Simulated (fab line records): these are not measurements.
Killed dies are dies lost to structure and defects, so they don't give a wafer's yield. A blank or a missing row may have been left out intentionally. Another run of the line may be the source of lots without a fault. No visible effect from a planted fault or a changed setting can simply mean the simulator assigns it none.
Matching of chambers / flow nand-harc / NHARC_A_STAIRCASE_ALD_415 on ald-hk-02: 4 sister chambers
The step deposits SiO2, target thk 30 nm, pulse time 6 s, ald cycles 300. 16 wafers are shown with their chamber, then 8 later ones without.

## WAFERS WITH THEIR CHAMBER
wafer=L074.1; chamber=1; heater-power-w (W)=383; precursor-pulse-height-rel=1.002
wafer=L074.4; chamber=3; heater-power-w (W)=483; precursor-pulse-height-rel=0.983
wafer=L074.5; chamber=1; heater-power-w (W)=392; precursor-pulse-height-rel=1.005
wafer=L080.1; chamber=2; heater-power-w (W)=442; precursor-pulse-height-rel=0.978
wafer=L080.2; chamber=0; heater-power-w (W)=452; precursor-pulse-height-rel=0.994
wafer=L080.3; chamber=1; heater-power-w (W)=404; precursor-pulse-height-rel=1.030
wafer=L084.1; chamber=3; heater-power-w (W)=492; precursor-pulse-height-rel=0.992
wafer=L084.4; chamber=0; heater-power-w (W)=450; precursor-pulse-height-rel=0.983
wafer=L084.6; chamber=0; heater-power-w (W)=457; precursor-pulse-height-rel=1.017
wafer=L093.2; chamber=1; heater-power-w (W)=390; precursor-pulse-height-rel=1.051
wafer=L093.3; chamber=3; heater-power-w (W)=496; precursor-pulse-height-rel=1.005
wafer=L093.4; chamber=0; heater-power-w (W)=444; precursor-pulse-height-rel=1.004
wafer=L095.1; chamber=0; heater-power-w (W)=446; precursor-pulse-height-rel=0.988
wafer=L095.3; chamber=3; heater-power-w (W)=487; precursor-pulse-height-rel=0.978
wafer=L095.4; chamber=1; heater-power-w (W)=404; precursor-pulse-height-rel=0.991
wafer=L095.2; chamber=2; heater-power-w (W)=459; precursor-pulse-height-rel=1.045

SIGNATURES (averages over the wafers above)
reading=heater-power-w; chamber 0=449.80; chamber 1=394.60; chamber 2=450.50; chamber 3=489.50; scatter within a chamber=7.56
reading=precursor-pulse-height-rel; chamber 0=0.99720; chamber 1=1.01580; chamber 2=1.01150; chamber 3=0.98950; scatter within a chamber=0.0219
Rule: a wafer lies at a distance from a chamber equal to the root of the sum of squares, over the readings, of (its reading less the chamber's mean, divided by the reading's scatter). If the next closest chamber is less than 2 further off than the closest, the wafer can't be placed; otherwise it belongs to the closest. The scatter: the root of (the sum of the squares of (reading less its chamber's mean) over the shown wafers, divided by (wafers less chambers)).

## WAFERS MISSING THEIR CHAMBER
wafer=L095.5; heater-power-w (W)=450; precursor-pulse-height-rel=0.987
wafer=L095.6; heater-power-w (W)=406; precursor-pulse-height-rel=0.998
wafer=L096.3; heater-power-w (W)=401; precursor-pulse-height-rel=0.961
wafer=L096.4; heater-power-w (W)=492; precursor-pulse-height-rel=0.968
wafer=L096.5; heater-power-w (W)=491; precursor-pulse-height-rel=1.011
wafer=L096.1; heater-power-w (W)=453; precursor-pulse-height-rel=1.013
wafer=L096.2; heater-power-w (W)=449; precursor-pulse-height-rel=1.006
wafer=L096.6; heater-power-w (W)=454; precursor-pulse-height-rel=0.982

## THE CHAMBER EACH PASSED THROUGH
wafer=L095.5; from the rows above=can't be placed: 0 or 2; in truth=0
wafer=L095.6; from the rows above=1; in truth=1
wafer=L096.3; from the rows above=1; in truth=1
wafer=L096.4; from the rows above=3; in truth=3
wafer=L096.5; from the rows above=3; in truth=3
wafer=L096.1; from the rows above=can't be placed: 2 or 0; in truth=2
wafer=L096.2; from the rows above=can't be placed: 2 or 0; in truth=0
wafer=L096.6; from the rows above=can't be placed: 0 or 2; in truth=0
Placed correctly: 4 of 8. Not placeable from these rows: 4 (in 4, the candidates include the true chamber). Wrongly placed: 0.
